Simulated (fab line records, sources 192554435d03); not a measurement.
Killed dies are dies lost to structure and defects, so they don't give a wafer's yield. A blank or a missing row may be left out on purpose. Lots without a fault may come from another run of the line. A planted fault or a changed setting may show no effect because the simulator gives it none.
Chamber matching | flow n5_finfet | N5_GATE_CUT_CMP_43 on cmp-04: 4 sister chambers
The step polishes SiO2. 4 wafers are shown with their chamber, then 12 later ones without.

WAFERS WITH THEIR CHAMBER
wafer  | chamber | motor_current_A (A)
L083.1 | 3       | 12.6
L086.3 | 2       | 13.9
L090.1 | 0       | 11.1
L090.5 | 1       | 11.6

WAFERS WITHOUT THEIR CHAMBER
wafer  | motor_current_A (A)
L093.2 | 11.8
L093.4 | 13.4
L093.6 | 13.0
L092.1 | 12.5
L092.2 | 12.3
L092.3 | 11.6
L094.3 | 12.3
L094.5 | 11.9
L094.6 | 12.6
L095.1 | 12.4
L095.3 | 12.0
L095.6 | 12.9

WHICH CHAMBER EACH WENT THROUGH
wafer  | from the rows above          | in truth
L093.2 | can't be placed: 1 or 0      | 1
L093.4 | can't be placed: 2 or 3      | 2
L093.6 | can't be placed: 3 or 2      | 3
L092.1 | 3                            | 3
L092.2 | can't be placed: 3 or 1      | 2
L092.3 | can't be placed: 1 or 0      | 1
L094.3 | can't be placed: 3 or 1      | 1
L094.5 | can't be placed: 1 or 3 or 0 | 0
L094.6 | 3                            | 3
L095.1 | 3                            | 3
L095.3 | can't be placed: 1 or 3 or 0 | 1
L095.6 | 3                            | 3
Placed correctly: 4 of 12. Can't be placed from these rows: 8 (the true chamber is among the candidates in 7). Placed wrongly: 0.
How it was worked out, from the rows above alone: a wafer's distance from a chamber is the root of the sum, over the readings, of the square of ((its reading less the chamber's mean) divided by the reading's scatter). The wafer belongs to the nearest chamber; if the next one is less than 2 further off, it can't be placed. A chamber's mean is the mean of its shown wafers. The scatter: with one shown wafer a chamber, the root of the mean of the squares of how far each hidden wafer lies from its nearest shown one.
